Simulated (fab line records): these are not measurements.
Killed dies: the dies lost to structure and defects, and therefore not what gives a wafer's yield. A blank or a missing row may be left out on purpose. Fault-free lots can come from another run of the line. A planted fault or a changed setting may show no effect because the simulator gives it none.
Matching of chambers | flow nandHarc | 4 sister chambers for NHARC_A_CHANNEL_FILL_D2_ALD_16 on aldHk-02
The step deposits SiO2, target thk 1.5 nm, pulse time 10 s, ald cycles 15. 20 wafers are shown with their chamber, then 10 later ones without.

WAFERS PAIRED WITH THEIR CHAMBERS
wafer  | chamber | heaterPowerW (W) | precursorPulseHeightRel
L076.1 | 1       | 471              | 1.007
L076.2 | 0       | 468              | 1.011
L076.5 | 1       | 480              | 1.008
L077.2 | 1       | 485              | 1.003
L077.4 | 2       | 374              | 0.995
L077.6 | 1       | 472              | 1.014
L081.1 | 0       | 484              | 0.995
L081.3 | 1       | 503              | 1.002
L081.6 | 3       | 416              | 0.954
L084.3 | 2       | 371              | 1.007
L084.5 | 1       | 499              | 1.008
L084.6 | 0       | 481              | 0.997
L086.2 | 0       | 490              | 1.017
L086.3 | 3       | 430              | 0.965
L086.6 | 0       | 475              | 1.025
L088.4 | 0       | 488              | 1.017
L088.5 | 2       | 372              | 1.035
L088.6 | 1       | 502              | 1.017
L093.2 | 1       | 495              | 1.001
L093.3 | 0       | 497              | 0.995

SIGNATURES (averages over the wafers above)
reading                 | chamber 0 | chamber 1 | chamber 2 | chamber 3 | scatter within a chamber
heaterPowerW            | 483.29    | 488.38    | 372.33    | 423.00    | 10.8
precursorPulseHeightRel | 1.00814   | 1.00750   | 1.01233   | 0.95950   | 0.0113
Rule: for each reading, subtract the chamber's mean from the wafer's reading, divide by that reading's scatter and square the result; add these up over the readings and take the root, which gives the wafer's distance from the chamber. If the next closest chamber is less than 2 further off than the closest, the wafer can't be placed; otherwise it belongs to the closest. The scatter is the square root of a quotient: the sum, over the shown wafers, of each reading's squared deviation from its chamber's mean, divided by wafers minus chambers.

WAFERS WHOSE CHAMBER IS MISSING
wafer  | heaterPowerW (W) | precursorPulseHeightRel
L093.5 | 382              | 1.017
L094.1 | 502              | 1.022
L094.3 | 491              | 0.982
L094.6 | 372              | 1.000
L095.1 | 420              | 1.008
L095.4 | 483              | 1.004
L095.5 | 484              | 0.959
L097.2 | 433              | 1.002
L097.4 | 483              | 1.005
L097.5 | 449              | 1.005

WHICH CHAMBER EACH ONE RAN IN
wafer  | from the rows above               | in truth
L093.5 | 2                                 | 2
L094.1 | can't be placed: 1 or 0           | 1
L094.3 | can't be placed: 1 or 0           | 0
L094.6 | 2                                 | 2
L095.1 | can't be placed: 3 or 2 or 0      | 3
L095.4 | can't be placed: 0 or 1           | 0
L095.5 | can't be placed: 1 or 0 or 3      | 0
L097.2 | can't be placed: 3 or 0 or 1 or 2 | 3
L097.4 | can't be placed: 0 or 1           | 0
L097.5 | can't be placed: 0 or 1 or 3      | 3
2 of 10 placed correctly. Not placeable from these rows: 8 (in 8, the candidates include the true chamber). Number placed wrongly: 0.
